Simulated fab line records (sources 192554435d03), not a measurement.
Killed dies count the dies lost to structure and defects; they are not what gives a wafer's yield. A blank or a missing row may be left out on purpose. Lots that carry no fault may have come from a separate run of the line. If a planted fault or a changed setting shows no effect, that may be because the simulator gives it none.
fab line records	flow n5-finfet
record lots=11	wafers=31	last-day=18
route steps=1938 shown GATE_CUT@507 MOL_CONTACT_COAG@519 BEOL_M4@1111 PASSIVATION@1936
lots that met no fault: from a run of the same line without faults
start-h: the number of hours between the record's first day and the start of the first shown wafer of the lot	wait-h: hours from the lot's prior step to this one	" identical to the entry in the row above	L1.1+2: one row covering several wafers at once	- no value present, or no start provided	* or withheld: withheld	< > ~ a bound
route shown NAME@n: NAME is a module with steps in the file, n the number in the route of the first one	usual: average and standard deviation across the fault-free wafers	same: alike in all rows	chamber/n: place in a boat	sites: per-site readings	_std_site: standard deviation of those values	_edge_site: inner sites' mean taken away from outer sites' mean	radius-mm: how far each site lies from the wafer's centre	mask NAME#n: copy n	behind: the tool/chamber that last shaped the wafer	hold: reason for holding the lot/hours on hold/outcome of the hold	device: the n, p or np transistor that did not switch	end of line: the tests these same wafers got at the end of their route	where a step has no rows: the recipe by itself	killed: count of dies lost to structure and defects at first sort (not the wafer's yield)	map: the dies of a wafer, with x for killed, . for not killed, _ for no die there
set.NAME: setting as actually run; set.NAME@STEP: the setting as run at that earlier step	model.NAME: the simulator's own value behind a step, which no gauge read
one table for each step of the route and one row for each wafer, over a sample of lots
services: from which hour (start-h, from the record's first day; less than 0 if before it) a tool's chamber was out of use, for how many hours, and why
## steps
# step N5_GATE_CUT_STRIP_21
# recipe chemistry=N2/H2	time-s=30	power-w=1000	temp-c=250	pressure-mtorr=withheld	n2-flow-sccm=1750	h2-flow-sccm=3250
# usual drypump-motor-current-A=6.37/0.087	h2-flow-sccm=3250/9.5	heater-power-w=323/17	temp-c=250.01/0.19
lot.wafer	tool	chamber	start-h	wait-h	drypump-motor-current-A	h2-flow-sccm	heater-power-w	rf-hours-counter-h	temp-c
L566.1	plasma-asher-02	1	84.41	0.0	6.42	3258	349	45	250.37
L566.3	"	1	"	"	6.45	3252	342	-	250.15
L566.5	"	1	"	"	6.44	3253	357	-	249.94
L568.2	plasma-asher-02	1	100.42	0.0	6.42	3245	346	48	250.00
L568.3	"	0	"	"	6.22	3232	320	-	250.07
L569.2	plasma-asher-02	0	102.02	0.0	6.22	3267	323	48	250.28
L569.3	"	1	"	"	6.42	3252	350	-	250.11
L569.4	"	0	"	"	6.22	3265	314	-	250.16
L572.1	plasma-asher-02	0	120.65	0.0	6.25	3250	317	53	250.00
L572.3	"	0	"	"	6.23	3249	317	-	250.27
L572.4	"	1	"	"	6.40	3247	351	-	249.82
L573.1	plasma-asher-02	1	124.25	0.0	6.43	3273	343	54	249.80
L573.4	"	0	"	"	6.23	3248	327	-	250.17
L573.6	"	1	"	"	6.40	3251	349	-	249.71
L578.1	plasma-asher-01	1	158.03	0.0	6.38	3251	317	88	249.56
L578.4	"	0	"	"	6.43	3257	298	-	249.89
L578.5	"	0	"	"	6.42	3253	299	-	249.81
L579.1	plasma-asher-01	0	160.14	0.0	6.44	3252	296	88	250.11
L579.4	"	0	"	"	6.44	3256	307	-	250.47
L579.5	"	0	"	"	6.44	3251	296	-	250.19
L580.3	plasma-asher-02	1	173.77	0.1	6.45	3241	367	-	250.25
L580.5	"	1	"	"	6.46	3242	344	-	250.06
L580.6	"	0	"	"	6.22	3243	316	-	249.90
L582.1	plasma-asher-01	0	183.50	0.0	6.45	3242	301	93	249.99
L582.6	"	1	"	"	6.42	3250	314	-	249.83
L587.2	plasma-asher-01	1	211.31	0.0	6.38	3266	310	99	249.98
L587.4	"	1	"	"	6.39	3251	310	-	249.73
L587.5	"	0	"	"	6.43	3234	305	-	250.30
L589.1	plasma-asher-02	0	222.02	0.0	6.26	3257	319	74	249.81
L589.3	"	0	"	"	6.25	3250	324	-	249.96
L589.4	"	1	"	"	6.42	3256	347	-	250.14
# step N5_MOL_CONTACT_COAG_COAT_58
# recipe resist=underlayer	temp-c=205	time-s=60	spin-rpm=1500	resist-thk-nm=10
# usual heater-power-total-W=391.7/1.3	plate-temp-C=204.97/0.16
lot.wafer	tool	chamber	start-h	wait-h	heater-power-total-W	plate-temp-C
L566.1	litho-track-04	0	89.33	-	389.7	204.92
L566.3	"	0	"	"	393.6	204.96
L566.5	"	0	"	"	390.5	205.10
L568.2	litho-track-04	0	103.47	-	393.9	204.75
L568.3	"	0	"	"	393.5	205.07
L569.2	litho-track-05	0	104.74	-	391.8	205.25
L569.3	"	0	"	"	390.7	205.05
L569.4	"	0	"	"	390.1	205.24
L572.1	litho-track-04	0	123.37	-	356.5	191.00
L572.3	"	0	"	"	355.8	191.10
L572.4	"	0	"	"	359.7	191.08
L573.1	litho-track-02	0	127.26	-	389.5	204.65
L573.4	"	0	"	"	390.1	204.72
L573.6	"	0	"	"	389.8	204.82
L578.1	litho-track-04	0	160.75	-	361.4	190.80
L578.4	"	0	"	"	355.7	191.06
L578.5	"	0	"	"	358.5	190.94
L579.1	litho-track-02	0	162.85	-	393.4	204.98
L579.4	"	0	"	"	392.1	204.79
L579.5	"	0	"	"	391.8	204.88
L580.3	litho-track-05	0	176.96	-	393.5	205.26
L580.5	"	0	"	"	390.0	205.07
L580.6	"	0	"	"	390.3	205.11
L582.1	litho-track-02	0	186.23	-	392.9	204.95
L582.6	"	0	"	"	391.0	205.02
L587.2	litho-track-05	0	214.03	-	391.1	204.80
L587.4	"	0	"	"	393.3	205.09
L587.5	"	0	"	"	392.5	205.03
L589.1	litho-track-04	0	224.73	-	393.2	204.98
L589.3	"	0	"	"	390.9	205.27
L589.4	"	0	"	"	392.1	205.04
# step N5_MOL_CONTACT_COAG_OVL_MEAS_09
# recipe points-per-wafer=522
# usual CA_OVL=0.1/0.74
lot.wafer	tool	chamber	start-h	wait-h	CA_OVL[nm]
L566.1	overlay-01	0	89.62	0.0	0.1
L566.3	"	0	"	"	0.5
L566.5	"	0	"	"	0.4
L568.2	overlay-02	0	103.89	0.0	0.3
L568.3	"	0	"	"	-0.4
L569.2	overlay-02	0	105.16	0.0	-0.3
L569.3	"	0	"	"	-0.9
L569.4	"	0	"	"	0.5
L572.1	overlay-01	0	123.85	0.0	1.0
L572.3	"	0	"	"	1.9
L572.4	"	0	"	"	0.4
L573.1	overlay-01	0	127.68	0.0	1.1
L573.4	"	0	"	"	0.4
L573.6	"	0	"	"	-0.3
L578.1	overlay-02	0	161.17	0.0	1.1
L578.4	"	0	"	"	0.2
L578.5	"	0	"	"	0.4
L579.1	overlay-01	0	163.14	0.0	1.2
L579.4	"	0	"	"	0.8
L579.5	"	0	"	"	0.3
L580.3	overlay-01	0	177.43	0.0	-0.9
L580.5	"	0	"	"	0.1
L580.6	"	0	"	"	1.1
L582.1	overlay-01	0	186.52	0.0	0.3
L582.6	"	0	"	"	-1.5
L587.2	overlay-02	0	214.45	0.0	0.6
L587.4	"	0	"	"	-0.2
L587.5	"	0	"	"	0.3
L589.1	overlay-01	0	225.02	0.0	-0.1
L589.3	"	0	"	"	0.7
L589.4	"	0	"	"	1.1
# step N5_MOL_CONTACT_COAG_INSPECT_10
# recipe mode=adi	inspect-instrument=brightfield
# usual raw-defect-count=78/32
lot.wafer	tool	chamber	start-h	wait-h	raw-defect-count
L566.1	defect-inspect-01	-	89.68	0.1	83
L566.3	"	-	"	"	32
L566.5	"	-	"	"	99
L568.2	defect-inspect-02	-	103.94	0.0	111
L568.3	"	-	"	"	119
L569.2	defect-inspect-01	-	105.21	0.0	58
L569.3	"	-	"	"	88
L569.4	"	-	"	"	55
L572.1	defect-inspect-02	-	123.91	0.1	88
L572.3	"	-	"	"	78
L572.4	"	-	"	"	54
L573.1	defect-inspect-02	-	127.74	0.1	100
L573.4	"	-	"	"	123
L573.6	"	-	"	"	135
L578.1	defect-inspect-02	-	161.23	0.1	73
L578.4	"	-	"	"	75
L578.5	"	-	"	"	52
L579.1	defect-inspect-02	-	163.20	0.1	121
L579.4	"	-	"	"	80
L579.5	"	-	"	"	99
L580.3	defect-inspect-02	-	177.48	0.0	53
L580.5	"	-	"	"	59
L580.6	"	-	"	"	40
L582.1	defect-inspect-02	-	186.58	0.1	76
L582.6	"	-	"	"	58
L587.2	defect-inspect-02	-	214.50	0.0	70
L587.4	"	-	"	"	84
L587.5	"	-	"	"	122
L589.1	defect-inspect-01	-	225.08	0.1	55
L589.3	"	-	"	"	27
L589.4	"	-	"	"	56
# step N5_BEOL_M4_RC_MEAS_101
# usual DIBL_N=36.0/2.2	DIBL_P=36.2/2.4	IOFF_N=0.16/0.035	IOFF_P=0.21/0.037	ION_N=672/13	ION_P=461/7	SS_N=71.4/0.69	SS_P=73.2/0.75	VT_N=250/3.4	VT_P=-251/3
lot.wafer	tool	chamber	start-h	wait-h	DIBL_N[mV/V]	DIBL_P[mV/V]	IOFF_N[nA/um]	IOFF_P[nA/um]	ION_N[uA/um]	ION_P[uA/um]	SS_N[mV/dec]	SS_P[mV/dec]	VT_N[mV]	VT_P[mV]
L568.2	prober-01	0	202.54	0.2	38.5	37.1	0.18	0.22	671	458	72.7	73.8	247	-250
L568.3	"	0	"	"	39.2	37.9	0.21	0.24	679	458	71.8	73.9	248	-246
L566.1	prober-01	0	205.02	0.0	33.9	34.2	0.12	0.17	659	451	71.3	73.7	252	-257
L566.3	"	0	"	"	35.4	35.7	0.16	0.19	677	457	71.1	73.4	250	-253
L566.5	"	0	"	"	35.7	36.5	0.17	0.21	694	467	70.8	73.6	246	-252
L569.2	prober-01	0	207.96	0.3	37.4	36.8	0.14	0.21	676	465	71.4	73.0	254	-247
L569.3	"	0	"	"	36.3	36.0	0.13	0.20	670	468	71.3	72.5	252	-250
L569.4	"	0	"	"	33.0	32.4	0.09	0.15	649	456	70.2	72.0	257	-251
L572.1	prober-01	0	235.09	0.0	35.2	34.8	0.14	0.18	665	455	71.1	72.2	253	-255
L572.3	"	0	"	"	32.3	32.9	0.11	0.16	655	454	70.3	71.8	254	-252
L572.4	"	0	"	"	35.6	36.0	0.14	0.19	667	461	71.0	72.8	251	-254
L573.1	prober-02	0	235.70	0.0	34.2	33.5	0.13	0.18	675	465	70.3	72.5	252	-250
L573.4	"	0	"	"	36.7	37.9	0.18	0.24	684	471	71.8	73.6	246	-246
L573.6	"	0	"	"	36.2	36.5	0.16	0.22	683	460	70.8	73.1	249	-250
L579.1	prober-01	0	270.87	0.0	37.0	37.3	0.17	0.23	671	464	72.0	73.7	249	-248
L579.4	"	0	"	"	35.4	34.3	0.15	0.19	675	463	71.1	72.8	248	-253
L579.5	"	0	"	"	37.6	37.9	0.19	0.25	684	467	72.0	73.7	248	-249
L578.1	prober-02	0	271.14	0.0	38.0	37.7	0.17	0.22	666	463	72.0	74.5	251	-251
L578.4	"	0	"	"	37.4	37.5	0.16	0.22	669	457	71.3	73.8	252	-249
L578.5	"	0	"	"	40.8	40.8	0.24	0.28	692	470	72.7	74.1	244	-248
L580.3	prober-02	0	302.42	0.3	35.7	36.3	0.16	0.20	673	466	71.7	73.6	251	-253
L580.5	"	0	"	"	36.6	37.7	0.17	0.22	665	464	72.0	73.7	251	-252
L580.6	"	0	"	"	34.8	36.3	0.15	0.20	669	458	71.0	73.3	250	-253
L582.1	prober-02	0	303.93	0.0	34.0	34.4	0.13	0.17	664	454	71.3	72.1	252	-252
L582.6	"	0	"	"	34.9	34.8	0.14	0.18	663	455	72.2	72.4	252	-253
L587.2	prober-02	0	333.93	0.2	36.0	34.2	0.14	0.21	677	467	71.6	73.0	251	-244
L587.4	"	0	"	"	39.7	38.0	0.20	0.28	687	476	71.6	73.2	247	-243
L587.5	"	0	"	"	38.7	37.5	0.18	0.26	677	471	71.9	73.5	247	-245
L589.1	prober-01	0	341.10	0.0	36.0	35.5	0.14	0.20	676	466	70.8	73.0	251	-249
L589.3	"	0	"	"	37.5	37.4	0.18	0.24	682	473	71.7	73.2	249	-247
L589.4	"	0	"	"	36.2	36.2	0.16	0.21	678	466	71.3	73.0	250	-248
# step N5_PASSIVATION_PROBE_49
# usual defect-limited-yield=91.2/1.4	killed_at_M0_to_M3=34/9.4	killed_at_M4_up=14/5.6	killed-at-contacts=13/7.8	killed-at-front-end=37/10	killed-at-other=4/3.3	killed-dies=103/17	killed-open=68/13	killed-short=33/8.2	sort_bin_5_function=5.1/0.92	sort_bin_6_memory=3.3/0.71	sort_bin_8_speed=0.01/0.043	sort-n-pass=1077/17
# same gross-dies=1180	killed-at-back-side=0	sort_bin_4_leakage[%]=0
lot.wafer	tool	chamber	start-h	wait-h	defect-limited-yield[%]	killed_at_M0_to_M3	killed_at_M4_up	killed-at-contacts	killed-at-front-end	killed-at-other	killed-dies	killed-open	killed-short	sort_bin_5_function[%]	sort_bin_6_memory[%]	sort_bin_8_speed[%]	sort-n-pass
L582.1	prober-02	-	416.83	0.0	93.0	30	13	3	28	9	83	51	29	4.2	2.5	0	1097
# killed by level:class
L582.1 BEOL_M0_SAQP:geometric-particle:open=9 BEOL_M0_SAQP:geometric-particle:short=8 STI_FIN_REVEAL:geometric-particle:open=6 BEOL_M4:geometric-particle:open=6 FIN_SAQP:geometric-particle:open=4 BEOL_M1:geometric-particle:open=4 BEOL_M3:geometric-particle:open=4 FIN_SAQP:geometric-particle:short=3
## services
tool	chamber	start-h	hours	kind
plasma-asher-01	-	116.91	6.5	repair
## key
first-sign step=N5_MOL_CONTACT_COAG_COAT_58	reading=plate-temp-C	direction=down	sigmas=90	usual=*	struck=*
effect step=N5_MOL_CONTACT_COAG_COAT_58	reading=heater-power-total-W	direction=down	sigmas=27	usual=*	struck=*
met-at N5_MOL_CONTACT_COAG_COAT_58
struck-lots L572,L578
baseline-loss step=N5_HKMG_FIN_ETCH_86	wafers=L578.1
not-acting-at N5_GATE_CUT_STRIP_21,N5_MOL_CONTACT_COAG_OVL_MEAS_09,N5_MOL_CONTACT_COAG_INSPECT_10
onset-between 103.47 123.37
fault kind=process-parameter-drift	tool=litho-track-04	chamber=-	onset-h=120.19	steps=N5_MOL_CONTACT_COAG_COAT_58	channel=temp-c	offset=*	shape=step	end-h=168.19	acts-in=*	stated=*
# baseline-loss: these wafers lose ten dies or more at that step, a loss of the line's own and not of a fault; the sort's usual values leave them out
